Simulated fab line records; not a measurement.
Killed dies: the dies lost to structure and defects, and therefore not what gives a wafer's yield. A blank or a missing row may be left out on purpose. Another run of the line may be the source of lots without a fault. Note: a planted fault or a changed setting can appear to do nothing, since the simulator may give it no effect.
Matching of chambers	flow n5-finfet	rie-diel-02 running N5_BEOL_M6_STRIP_19: 4 sister chambers
The step strips in O2. 16 wafers are shown with their chamber, then 8 later ones without.

## EACH WAFER AND ITS CHAMBER
wafer	chamber	drypump-motor-current-A (A)	showerhead-plenum-p-Torr (Torr)	throttle-valve-pct (%)
L079.2	0	5.1	1.97	17.12
L079.4	3	5.3	2.23	16.47
L079.6	2	5.1	2.04	16.55
L080.4	2	5.1	2.04	16.59
L080.5	0	5.1	1.97	17.12
L080.6	3	5.3	2.23	16.52
L086.1	3	5.3	2.22	16.51
L086.2	1	6.4	2.05	16.10
L086.4	0	5.1	1.97	17.13
L085.2	0	5.1	1.96	17.15
L085.4	3	5.3	2.22	16.53
L085.6	1	6.4	2.05	16.12
L089.1	3	5.3	2.22	16.54
L089.2	2	5.2	2.04	16.61
L089.3	1	6.4	2.05	16.11
L090.1	2	5.1	2.04	16.62

SIGNATURES, as means of the wafers listed above
reading	chamber 0	chamber 1	chamber 2	chamber 3	scatter within a chamber
drypump-motor-current-A	5.100	6.400	5.125	5.300	0.025
showerhead-plenum-p-Torr	1.9675	2.0500	2.0400	2.2240	0.00403
throttle-valve-pct	17.1300	16.1100	16.5925	16.5140	0.0234
Rule: a wafer lies at a distance from a chamber equal to the root of the sum of squares, over the readings, of (its reading less the chamber's mean, divided by the reading's scatter). If the next closest chamber is less than 2 further off than the closest, the wafer can't be placed; otherwise it belongs to the closest. The scatter: take each reading less its chamber's mean, square it, sum over the shown wafers, divide by the number of wafers less the number of chambers, and take the root.

## WAFERS WITHOUT THEIR CHAMBER
wafer	drypump-motor-current-A (A)	showerhead-plenum-p-Torr (Torr)	throttle-valve-pct (%)
L090.2	6.4	2.05	16.10
L090.3	6.4	2.05	16.13
L095.2	6.4	2.04	16.14
L095.3	5.1	2.22	16.65
L095.6	5.3	2.22	16.56
L096.1	6.4	2.04	16.17
L096.4	5.1	2.22	16.63
L096.6	5.1	2.22	16.64

## THE CHAMBER EACH PASSED THROUGH
wafer	from the rows above	in truth
L090.2	1	1
L090.3	1	1
L095.2	1	1
L095.3	3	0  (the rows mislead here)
L095.6	3	3
L096.1	1	1
L096.4	3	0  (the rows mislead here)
L096.6	3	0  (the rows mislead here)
5 of 8 placed correctly. Not placeable from these rows: 0. Placed wrongly: 3.
